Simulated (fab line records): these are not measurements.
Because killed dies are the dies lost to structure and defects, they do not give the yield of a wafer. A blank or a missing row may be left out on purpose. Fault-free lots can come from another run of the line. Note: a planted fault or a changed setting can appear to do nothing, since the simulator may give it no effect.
fab line records	flow nand-harc
record lots=6	wafers=18	last-day=32
route steps=1302 shown P_M0@266 END@1302
lots untouched by any fault: they come from a run of this same line in which no faults occurred
start-h: start of the lot's first displayed wafer, in hours after the record's first day	wait-h: hours from the lot's prior step to this one	" as in the row above	L1.1+2: a single row standing in for several wafers	- either no value or no given start	* or withheld: withheld	< > ~ a bound
route shown NAME@n: a module of which the file shows steps, and the number in the route of the first	usual: mean and standard deviation over wafers with no fault	same: alike in all rows	chamber/n: place in a boat	sites: the reading at each site	_std_site: how widely they spread, as a standard deviation	_edge_site: outer sites' mean less inner sites'	radius-mm: for every site, how far away it sits from the centre of the wafer	mask NAME#n: copy n	behind: the most recent tool/chamber to have shaped the wafer	hold: reason for holding the lot/hours on hold/outcome of the hold	device: the transistor (n, p or np) that didn't switch	end of line: at the end of the route, the tests of the same wafers	where a step has no rows: the recipe by itself	killed: dies that structure and defects cost at the first sort, which is not the same as the wafer's yield	map: the dies of a wafer, with x for killed, . for not killed, _ for no die there
set.NAME: the run value of the setting; set.NAME@STEP: its run value at that earlier step	model.NAME: the simulator's own value behind a step, which no gauge read
a table for each step, a row for each wafer; lots at some steps of the route
services: when a tool's chamber went out of use (start-h, in hours from the record's first day, below 0 if earlier), for how many hours, and the reason
## steps
# step NHARC_P_M0_DESCUM_14
# recipe time-s=3	o2-flow-sccm=200	ar-flow-sccm=0	bias-power-w=0	chemistry=O2
# usual drypump-motor-current-A=5.8/0.43	mfc-ar-sccm=0.016/0.017	oes-product-au=1.000/0.013	rf-vpp-V=58.0/0.91	showerhead-plenum-p-Torr=1.94/0.088	throttle-valve-pct=11.313/0.0091
lot.wafer	tool	chamber	start-h	wait-h	drypump-motor-current-A	mfc-ar-sccm	oes-product-au	rf-hours-counter-h	rf-vpp-V	showerhead-plenum-p-Torr	throttle-valve-pct
L884.1	rie-diel-04	0	127.93	0.1	5.5	0	0.990	18	59.0	2.01	11.316
L884.6	"	0	"	"	5.5	0	0.986	-	57.4	2.01	11.311
L884.5	"	2	"	"	6.1	0.034	1.013	-	58.6	2.05	11.300
L888.2	rie-diel-04	1	156.29	0.1	5.9	0.042	0.985	22	59.3	1.90	11.314
L888.1	"	2	"	"	6.1	0.034	1.000	27	58.7	2.05	11.320
L888.5	"	0	"	"	5.5	0	0.986	-	57.7	2.01	11.324
L890.1	rie-diel-01	1	184.04	0.1	5.2	0.021	0.976	47	57.9	1.78	11.308
L890.4	"	2	"	"	6.7	0	0.985	50	57.5	2.06	11.302
L890.6	"	0	"	"	5.8	0.017	1.000	-	58.1	2.01	11.316
L894.2	rie-diel-04	2	217.70	0.1	6.1	0.034	1.012	4	58.6	2.05	11.306
L894.5	"	3	"	"	5.2	0	1.023	-	57.2	1.87	11.318
L894.6	"	0	"	"	5.5	0	0.990	-	58.4	2.00	11.318
L906.4	rie-diel-01	1	333.09	0.1	5.2	0.021	0.990	39	57.9	1.76	11.321
L906.2	"	2	"	"	6.7	0	0.986	40	58.3	2.04	11.327
L906.1	"	3	"	"	5.7	0	1.006	37	58.3	1.90	11.342
L905.1	rie-diel-04	2	333.32	0.1	6.1	0.034	1.007	25	58.7	2.04	11.299
L905.4	"	3	"	"	5.2	0	1.016	23	57.2	1.86	11.311
L905.6	"	3	"	"	5.2	0	1.010	-	58.2	1.86	11.309
# step NHARC_P_M0_ETCH_34
# recipe target-depth-a=400	overetch-a=120	time-s=43.94	ion-energy-ev=200	n2-flow-sccm=150	h2-flow-sccm=150	ar-flow-sccm=0	rf-w=400	bias-w=150	chemistry=N2/H2
# step NHARC_P_M0_ETCH_15
# recipe target-depth-a=1500	overetch-a=150	time-s=82.5	c4f8-flow-sccm=withheld	ar-flow-sccm=400	rf-w=600	bias-w=300	chemistry=C4F8/Ar
# usual oes-product-au=0.958/0.026	rf-vpp-V=441.8/2.9
lot.wafer	tool	chamber	start-h	wait-h	oes-product-au	rf-hours-counter-h	rf-vpp-V
L884.1	rie-diel-04	2	-	-	0.973	22	445.8
L884.6	"	2	"	"	0.972	-	446.1
L884.5	"	0	"	"	0.960	-	442.8
L888.2	rie-diel-04	3	-	-	0.979	24	439.8
L888.1	"	0	"	"	0.945	24	443.4
L888.5	"	3	"	"	0.979	-	439.7
L890.4	rie-diel-01	3	-	-	0.926	55	441.5
L890.1	"	1	"	"	0.898	47	435.9
L890.6	"	0	"	"	0.924	-	445.0
L894.2	rie-diel-04	3	-	-	0.992	4	440.9
L894.6	"	2	"	"	0.997	-	446.3
L894.5	"	3	"	"	0.992	-	439.2
L906.1	rie-diel-01	2	-	-	0.917	40	445.7
L906.2	"	3	"	"	0.938	37	441.3
L906.4	"	0	"	"	0.927	36	443.1
L905.4	rie-diel-04	0	-	-	0.917	22	445.6
L905.1	"	2	"	"	0.946	25	444.1
L905.6	"	0	"	"	0.912	-	442.3
# step NHARC_P_M0_CD_MEAS_16
# usual cd-nm=90.2/1.2
lot.wafer	tool	chamber	start-h	wait-h	cd-nm
L884.1	cd-sem-01	-	128.26	-	90.7
L884.5	"	-	"	"	89.8
L884.6	"	-	"	"	91.3
L888.1	cd-sem-02	-	156.58	-	92.6
L888.2	"	-	"	"	91.9
L888.5	"	-	"	"	91.1
L890.1	cd-sem-03	-	184.73	-	89.9
L890.4	"	-	"	"	89.2
L890.6	"	-	"	"	89.8
L894.2	cd-sem-03	-	217.98	-	89.9
L894.5	"	-	"	"	90.1
L894.6	"	-	"	"	91.7
L906.1	cd-sem-01	-	333.38	-	91.6
L906.2	"	-	"	"	90.3
L906.4	"	-	"	"	91.9
L905.1	cd-sem-02	-	334.07	-	91.8
L905.4	"	-	"	"	89.8
L905.6	"	-	"	"	89.5
# step NHARC_P_M0_STRIP_18
# recipe power-w=1000	n2-flow-sccm=150	h2-flow-sccm=150	ar-flow-sccm=0	bias-w=0	chemistry=N2/H2
# usual drypump-motor-current-A=5.7/0.51	mfc-ar-sccm=0.010/0.014	oes-product-au=0.998/0.013	rf-vpp-V=90.7/0.97	showerhead-plenum-p-Torr=2.05/0.098	throttle-valve-pct=14.171/0.0092
lot.wafer	tool	chamber	start-h	wait-h	drypump-motor-current-A	mfc-ar-sccm	oes-product-au	rf-hours-counter-h	rf-vpp-V	showerhead-plenum-p-Torr	throttle-valve-pct
L884.1	rie-diel-11	2	128.34	0.1	5.9	0	0.985	12	91.4	2.06	14.164
L884.6	"	2	"	"	6.0	0	0.995	-	90.3	2.06	14.175
L884.5	"	3	"	"	5.5	0	0.995	-	90.6	2.03	14.189
L888.2	rie-diel-01	2	156.68	0.1	6.7	0	0.992	44	91.2	2.20	14.171
L888.1	"	0	"	"	5.9	0.017	1.002	42	91.0	2.15	14.166
L888.5	"	1	"	"	5.2	0.021	0.975	-	89.7	1.89	14.190
L890.1	rie-diel-01	2	184.84	0.1	6.7	0	0.979	51	89.9	2.20	14.149
L890.4	"	0	"	"	5.8	0.017	0.998	52	89.5	2.14	14.171
L890.6	"	2	"	"	6.7	0	0.988	-	91.2	2.20	14.177
L894.2	rie-diel-04	3	218.05	0.1	5.2	0	1.014	4	93.1	1.99	14.163
L894.5	"	3	"	"	5.2	0	1.017	-	90.0	1.99	14.166
L894.6	"	0	"	"	5.5	0	1.004	-	91.8	2.14	14.188
L906.4	rie-diel-01	3	333.46	0.1	5.7	0	1.004	37	91.2	2.02	14.147
L906.2	"	0	"	"	5.8	0.017	1.003	36	90.2	2.13	14.165
L906.1	"	2	"	"	6.7	0	0.989	40	92.0	2.18	14.167
L905.1	rie-diel-04	3	334.14	0.1	5.2	0	1.009	23	90.8	1.99	14.183
L905.4	"	0	"	"	5.5	0	1.004	22	90.8	2.13	14.178
L905.6	"	3	"	"	5.2	0	1.017	-	89.3	1.99	14.165
# step NHARC_P_M0_STRIP_19
# recipe time-s=600	temp-c=30	chemistry=post-etch-residue-remover
# step NHARC_P_M0_DEGAS_28
# recipe temp-c=250	time-s=60
# usual heater-power-w=357/33	susceptor-temp-C=250.01/0.16
lot.wafer	tool	chamber	start-h	wait-h	heater-power-w	susceptor-temp-C
L884.1	pvd-sputter-01	-	128.89	-	395	250.11
L884.6	"	-	"	"	360	249.78
L884.5	"	-	"	"	389	249.87
L888.2	pvd-sputter-02	-	157.20	-	370	250.30
L888.1	"	-	"	"	401	249.92
L888.5	"	-	"	"	369	250.08
L890.1	pvd-sputter-03	-	185.38	-	304	249.97
L890.4	"	-	"	"	354	250.00
L890.6	"	-	"	"	361	250.20
L894.2	pvd-sputter-02	-	218.59	-	373	250.19
L894.6	"	-	"	"	376	250.17
L894.5	"	-	"	"	308	250.12
L906.4	pvd-sputter-03	-	334.01	-	291	249.86
L906.1	"	-	"	"	363	249.84
L906.2	"	-	"	"	373	249.89
L905.4	pvd-sputter-03	-	334.69	-	362	249.91
L905.1	"	-	"	"	388	249.87
L905.6	"	-	"	"	302	249.98
# step NHARC_P_M0_PRE_CLEAN_29
# recipe time-s=30	temp-c=280	gas=H2/He
# step NHARC_P_M0_PVD_20
# recipe target-thk-a=50	bias-v=168.6	power-w=15000	chamber-pressure-pa=0.12	time-s=8.06	substrate-temp-c=50	material=TaN
# step NHARC_P_M0_PVD_21
# recipe target-thk-a=300	chamber-pressure-pa=5	power-w=5000	substrate-temp-c=30	time-s=20.49	material=Cu
# step NHARC_P_M0_ECD_22
# recipe target-thk-a=4000	bath-temp-c=25	material=Cu
# step NHARC_P_M0_ANNEAL_30
# recipe temp-c=225	time-s=90
# usual wafer_temp_C_max=225.9/0.3
lot.wafer	tool	chamber	start-h	wait-h	wafer_temp_C_max
L884.1	rtp-anneal-02	0	129.62	0.3	226.3
L884.5	"	0	"	"	226.2
L884.6	"	0	"	"	225.9
L888.1	rtp-anneal-01	0	157.94	-	225.6
L888.2	"	0	"	"	225.9
L888.5	"	0	"	"	225.7
L890.1	rtp-anneal-02	0	186.11	-	226.1
L890.4	"	0	"	"	226.5
L890.6	"	0	"	"	226.1
L894.2	rtp-anneal-01	0	219.38	0.4	225.7
L894.5	"	0	"	"	225.7
L894.6	"	0	"	"	225.8
L906.1	rtp-anneal-02	0	334.75	0.3	226.4
L906.2	"	0	"	"	226.2
L906.4	"	0	"	"	226.1
L905.1	rtp-anneal-02	0	335.94	-	226.3
L905.4	"	0	"	"	226.0
L905.6	"	0	"	"	226.1
# step NHARC_P_M0_CMP_23
# recipe t-overpolish-s=20	target-thk-nm=117.54
# usual motor-current-A=12.3/1.1	retaining-ring-pressure-frac=1.000/0.0054	slurry-flow-ml-min=150.0/0.5	time-to-endpoint-s=30/3.9
lot.wafer	tool	chamber	start-h	wait-h	motor-current-A	retaining-ring-pressure-frac	slurry-flow-ml-min	time-to-endpoint-s
L884.1	cmp-03	3	130.03	-	11.8	0.997	150.8	31
L884.6	"	1	"	"	12.6	1.000	150.7	27
L884.5	"	2	"	"	14.0	1.003	149.4	36
L888.1	cmp-04	0	158.31	-	10.8	1.000	149.6	32
L888.2	"	1	"	"	13.5	1.005	150.1	36
L888.5	"	3	"	"	11.3	1.002	150.3	36
L890.1	cmp-04	3	186.52	-	11.3	1.002	149.9	33
L890.4	"	0	"	"	11.1	1.003	149.9	31
L890.6	"	1	"	"	12.8	1.000	149.7	38
L894.2	cmp-04	0	219.76	-	11.3	1.007	149.5	31
L894.5	"	1	"	"	13.0	0.999	149.4	37
L894.6	"	2	"	"	11.1	1.001	150.2	37
L906.1	cmp-03	0	335.13	-	12.9	0.996	149.8	23
L906.4	"	1	"	"	12.6	1.004	150.0	24
L906.2	"	2	"	"	14.2	1.001	150.6	33
L905.4	cmp-04	3	336.34	-	11.5	0.999	150.2	30
L905.1	"	0	"	"	10.7	1.002	150.3	28
L905.6	"	2	"	"	11.8	0.982	149.7	29
# step NHARC_P_M0_SRD_25
# step NHARC_P_M0_INSPECT_27
# usual raw-defect-count=278/110
lot.wafer	tool	chamber	start-h	wait-h	raw-defect-count
L884.1	defect-inspect-02	-	130.45	0.0	199
L884.5	"	-	"	"	191
L884.6	"	-	"	"	161
L888.1	defect-inspect-01	-	158.75	0.0	408
L888.2	"	-	"	"	291
L888.5	"	-	"	"	329
L890.1	defect-inspect-01	-	186.93	0.0	385
L890.4	"	-	"	"	300
L890.6	"	-	"	"	2606
L894.2	defect-inspect-01	-	220.16	0.0	182
L894.5	"	-	"	"	2329
L894.6	"	-	"	"	2461
L906.1	defect-inspect-01	-	335.57	0.0	180
L906.2	"	-	"	"	219
L906.4	"	-	"	"	149
L905.1	defect-inspect-01	-	336.75	0.0	280
L905.4	"	-	"	"	330
L905.6	"	-	"	"	188
# step NHARC_P_M0_PRE_CLEAN_31
# recipe time-s=12	temp-c=370	rf-power-w=300	gas=NH3
# step NHARC_END_SORT_01
# recipe temp-c=25
# usual defect-limited-yield=91.3/1.9	killed-at-array=54/12	killed-at-other=0.7/1.1	killed-at-periphery=3.9/2.8	killed-dies=59/13	killed-open=3.4/2	killed-short=2.5/1.7	sort_bin_2_pct=3.1/0.91	sort_bin_3_pct=0.6/0.34	sort_bin_4_pct=5.0/1.1	sort-n-pass=618/13	sort-rim-yield-pct=88/3.5	sort-yield-pct=91.3/1.9
# same gross-dies=677	sort_bin_5_pct[%]=0	sort_bin_6_pct[%]=0	sort_bin_7_pct[%]=0	sort_bin_8_pct[%]=0	sort-rim-n-gross=106.00
lot.wafer	tool	chamber	start-h	wait-h	defect-limited-yield[%]	killed-at-array	killed-at-other	killed-at-periphery	killed-dies	killed-open	killed-short	sort_bin_2_pct[%]	sort_bin_3_pct[%]	sort_bin_4_pct[%]	sort-n-pass	sort-rim-yield-pct[%]	sort-yield-pct[%]
L884.1	prober-01	0	577.34	2.5	93.5	35	1	8	44	3	1	2.1	0.4	4.0	633	88	93.5
L884.5	prober-01	0	580.54	3.7	92.5	47	0	4	51	5	5	3.1	0.7	3.7	626	86	92.5
L884.6	prober-01	0	581.34	4.0	91.7	51	0	5	56	5	1	2.7	0.9	4.7	621	93	91.7
L888.1	prober-02	0	599.38	2.5	93.1	44	1	2	47	4	2	2.4	0.6	4.0	630	87	93.1
L888.2	prober-02	0	600.17	2.8	93.5	42	0	2	44	4	2	2.4	0.4	3.7	633	91	93.5
L888.5	prober-02	0	602.56	3.7	92.3	49	1	2	52	2	3	3.0	0.9	3.8	625	85	92.3
L890.1	prober-02	0	622.67	2.5	92.5	46	0	5	51	3	3	3.1	0.7	3.7	626	91	92.5
L890.4	prober-02	0	625.05	3.4	91.9	54	0	1	55	5	8	3.7	0.3	4.1	622	87	91.9
L890.6	prober-02	0	626.63	4.0	0	47	1	629	677	2	2	2.2	92.6	5.2	0	0	0
L894.2	prober-02	0	652.63	2.8	91.1	58	1	1	60	0	0	2.4	0.6	5.9	617	87	91.1
L894.5	prober-02	0	655.04	3.7	0	49	0	628	677	4	1	2.5	92.6	4.9	0	0	0
L894.6	prober-02	0	655.84	4.0	0	57	0	620	677	5	2	2.7	92.3	5.0	0	0	0
# killed by level:class
L884.1 A_CHANNEL_HOLE_D2:chamber-film-flake=26 P_GATE:chamber-film-flake=5 A_SLIT:chamber-film-flake=3 P_CONTACT:geometric-particle:open=2 A_CONTACT:chamber-film-flake=2 P_M1:geometric-particle:open=1 STARTING-WAFER:geometric-particle:short=1 A_CHANNEL_HOLE_D1:chamber-film-flake=1
L884.5 A_CHANNEL_HOLE_D2:chamber-film-flake=25 A_SLIT:chamber-film-flake=4 P_GATE:chamber-film-flake=3 A_ONON_D1:geometric-particle:open=2 A_WL_FILL:geometric-particle:short=2 A_STAIRCASE:chamber-film-flake=2 A_WL_FILL:chamber-film-flake=2 A_CONTACT:chamber-film-flake=2
L884.6 A_CHANNEL_HOLE_D2:chamber-film-flake=30 A_CONTACT:chamber-film-flake=5 A_SLIT:chamber-film-flake=4 P_GATE:chamber-film-flake=3 A_DECK1_JOINT:chamber-film-flake=2 P_BONDPAD:geometric-particle:open=1 A_CHANNEL_FILL_D1:geometric-particle:open=1 A_DECK1_JOINT:geometric-particle:short=1
L888.1 A_SLIT:chamber-film-flake=22 A_CHANNEL_HOLE_D2:chamber-film-flake=9 A_CONTACT:chamber-film-flake=6 P_CONTACT:geometric-particle:open=1 A_ONON_D1:geometric-particle:open=1 A_SGD_CUT:geometric-particle:short=1 A_BLC:geometric-particle:open=1 A_M0:geometric-particle:short=1
L888.2 A_SLIT:chamber-film-flake=26 A_CHANNEL_HOLE_D2:chamber-film-flake=6 A_CONTACT:chamber-film-flake=3 P_CONTACT:geometric-particle:open=2 A_ONON_D2:geometric-particle:short=1 A_CHANNEL_FILL_D2:geometric-particle:open=1 A_SGD_CUT:geometric-particle:short=1 A_CONTACT:geometric-particle:open=1
L888.5 A_SLIT:chamber-film-flake=26 A_CHANNEL_HOLE_D2:chamber-film-flake=12 A_WL_FILL:geometric-particle:short=2 P_ZERO_WELL:chamber-film-flake=2 A_CHANNEL_HOLE_D1:chamber-film-flake=2 A_CHANNEL_HOLE_D1:geometric-particle:short=1 A_CHANNEL_FILL_D1:geometric-particle:open=1 A_M0:geometric-particle:open=1
L890.1 A_SLIT:chamber-film-flake=19 A_CHANNEL_HOLE_D2:chamber-film-flake=7 A_STAIRCASE:chamber-film-flake=5 A_BONDPAD:chamber-film-flake=4 A_CHANNEL_HOLE_D1:chamber-film-flake=3 A_ONON_D1:geometric-particle:open=2 A_CONTACT:chamber-film-flake=2 P_M0:geometric-particle:short=1
L890.4 A_SLIT:chamber-film-flake=20 A_CHANNEL_HOLE_D2:chamber-film-flake=9 A_STAIRCASE:chamber-film-flake=6 A_M0:geometric-particle:short=3 A_BONDPAD:chamber-film-flake=3 A_CONTACT:chamber-film-flake=2 A_ONON_D1:geometric-particle:open=1 A_ONON_D2:geometric-particle:short=1
L890.6 P_M0:area-cmp=626 A_SLIT:chamber-film-flake=27 A_CHANNEL_HOLE_D2:chamber-film-flake=7 A_STAIRCASE:chamber-film-flake=5 A_CHANNEL_HOLE_D1:chamber-film-flake=2 A_BONDPAD:chamber-film-flake=2 P_CONTACT:geometric-particle:open=1 P_CONTACT:geometric-particle:short=1
L894.2 A_CHANNEL_HOLE_D1:chamber-film-flake=34 A_CHANNEL_HOLE_D2:chamber-film-flake=14 A_STAIRCASE:chamber-film-flake=4 A_CONTACT:chamber-film-flake=3 A_CHANNEL_FILL_D1:chamber-film-flake=2 P_GATE:chamber-film-flake=1 A_SGD_CUT:chamber-film-flake=1 THIN_TSV:chamber-film-flake=1
L894.5 P_M0:area-cmp=624 A_CHANNEL_HOLE_D1:chamber-film-flake=23 A_CHANNEL_HOLE_D2:chamber-film-flake=16 A_STAIRCASE:chamber-film-flake=2 A_CHANNEL_FILL_D1:chamber-film-flake=2 P_CONTACT:geometric-particle:open=1 P_M2:geometric-particle:open=1 A_CHANNEL_FILL_D1:geometric-particle:open=1
L894.6 P_M0:area-cmp=620 A_CHANNEL_HOLE_D1:chamber-film-flake=29 A_CHANNEL_HOLE_D2:chamber-film-flake=13 A_CHANNEL_FILL_D1:chamber-film-flake=4 A_DECK1_JOINT:geometric-particle:short=1 A_ONON_D2:geometric-particle:open=1 A_CHANNEL_FILL_D2:geometric-particle:open=1 A_WL_FILL:geometric-particle:short=1
# map L890.6 (x killed, . not)
____________x____________
_________xxxxxxx_________
_______xxxxxxxxxxx_______
______xxxxxxxxxxxxx______
_____xxxxxxxxxxxxxxx_____
____xxxxxxxxxxxxxxxxx____
____xxxxxxxxxxxxxxxxx____
___xxxxxxxxxxxxxxxxxxx___
___xxxxxxxxxxxxxxxxxxx___
__xxxxxxxxxxxxxxxxxxxxx__
__xxxxxxxxxxxxxxxxxxxxx__
_xxxxxxxxxxxxxxxxxxxxxxx_
_xxxxxxxxxxxxxxxxxxxxxxx_
_xxxxxxxxxxxxxxxxxxxxxxx_
_xxxxxxxxxxxxxxxxxxxxxxx_
_xxxxxxxxxxxxxxxxxxxxxxx_
xxxxxxxxxxxxxxxxxxxxxxxxx
xxxxxxxxxxxxxxxxxxxxxxxxx
xxxxxxxxxxxxxxxxxxxxxxxxx
xxxxxxxxxxxxxxxxxxxxxxxxx
xxxxxxxxxxxxxxxxxxxxxxxxx
_xxxxxxxxxxxxxxxxxxxxxxx_
_xxxxxxxxxxxxxxxxxxxxxxx_
_xxxxxxxxxxxxxxxxxxxxxxx_
_xxxxxxxxxxxxxxxxxxxxxxx_
_xxxxxxxxxxxxxxxxxxxxxxx_
__xxxxxxxxxxxxxxxxxxxxx__
__xxxxxxxxxxxxxxxxxxxxx__
___xxxxxxxxxxxxxxxxxxx___
___xxxxxxxxxxxxxxxxxxx___
____xxxxxxxxxxxxxxxxx____
____xxxxxxxxxxxxxxxxx____
_____xxxxxxxxxxxxxxx_____
______xxxxxxxxxxxxx______
_______xxxxxxxxxxx_______
_________xxxxxxx_________
____________x____________
# map L894.5 (x killed, . not)
____________x____________
_________xxxxxxx_________
_______xxxxxxxxxxx_______
______xxxxxxxxxxxxx______
_____xxxxxxxxxxxxxxx_____
____xxxxxxxxxxxxxxxxx____
____xxxxxxxxxxxxxxxxx____
___xxxxxxxxxxxxxxxxxxx___
___xxxxxxxxxxxxxxxxxxx___
__xxxxxxxxxxxxxxxxxxxxx__
__xxxxxxxxxxxxxxxxxxxxx__
_xxxxxxxxxxxxxxxxxxxxxxx_
_xxxxxxxxxxxxxxxxxxxxxxx_
_xxxxxxxxxxxxxxxxxxxxxxx_
_xxxxxxxxxxxxxxxxxxxxxxx_
_xxxxxxxxxxxxxxxxxxxxxxx_
xxxxxxxxxxxxxxxxxxxxxxxxx
xxxxxxxxxxxxxxxxxxxxxxxxx
xxxxxxxxxxxxxxxxxxxxxxxxx
xxxxxxxxxxxxxxxxxxxxxxxxx
xxxxxxxxxxxxxxxxxxxxxxxxx
_xxxxxxxxxxxxxxxxxxxxxxx_
_xxxxxxxxxxxxxxxxxxxxxxx_
_xxxxxxxxxxxxxxxxxxxxxxx_
_xxxxxxxxxxxxxxxxxxxxxxx_
_xxxxxxxxxxxxxxxxxxxxxxx_
__xxxxxxxxxxxxxxxxxxxxx__
__xxxxxxxxxxxxxxxxxxxxx__
___xxxxxxxxxxxxxxxxxxx___
___xxxxxxxxxxxxxxxxxxx___
____xxxxxxxxxxxxxxxxx____
____xxxxxxxxxxxxxxxxx____
_____xxxxxxxxxxxxxxx_____
______xxxxxxxxxxxxx______
_______xxxxxxxxxxx_______
_________xxxxxxx_________
____________x____________
## services
tool	chamber	start-h	hours	kind
pvd-sputter-02	-	104.00	10.0	pm
cmp-04	-	111.05	4.0	pm
rie-diel-04	1	116.05	13.6	repair
cmp-04	-	154.42	1.0	repair
cmp-03	-	162.79	4.0	pm
pvd-sputter-03	-	170.00	10.0	pm
rie-diel-04	-	177.90	9.0	pm
cmp-04	-	193.94	1.5	repair
pvd-sputter-02	-	198.33	7.1	repair
cmp-03	-	202.46	21.5	repair
rie-diel-01	-	204.96	9.0	pm
cmp-04	-	209.05	4.0	pm
pvd-sputter-03	-	237.53	10.7	repair
cmp-03	-	260.79	4.0	pm
cmp-04	-	272.24	0.2	repair
cmp-04	-	273.79	0.8	repair
pvd-sputter-02	-	282.00	10.0	pm
rie-diel-04	1	290.83	2.3	repair
cmp-04	-	299.91	2.3	repair
cmp-04	-	307.05	4.0	pm
rie-diel-04	0	311.71	11.6	repair
cmp-04	-	318.60	2.3	repair
cmp-04	-	325.62	3.8	repair
cmp-04	-	333.20	0.5	repair
## key
first-sign step=NHARC_P_M0_INSPECT_27	reading=raw-defect-count	direction=up	sigmas=21	usual=278	struck=2465
effect step=NHARC_END_SORT_01	reading=sort_bin_3_pct	direction=up	sigmas=99+	usual=0.6	struck=92.5
more-kills-born-at NHARC_P_M0_CMP_23@cmp-04=1870
met-at NHARC_P_M0_CMP_23
struck-wafers L890.6,L894.5,L894.6
later-rows-left-out L890.6,L894.5,L894.6
onset-between 158.31 186.52
fault kind=process-parameter-drift	tool=cmp-04	chamber=-	onset-h=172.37	steps=NHARC_P_M0_CMP_23	channel=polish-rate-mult	offset=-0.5	shape=step	end-h=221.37	scope=struck-wafers-only
# later-rows-left-out: the simulator's readings of these wafers behind a module that went badly wrong aren't trusted and aren't shown, but for the sort
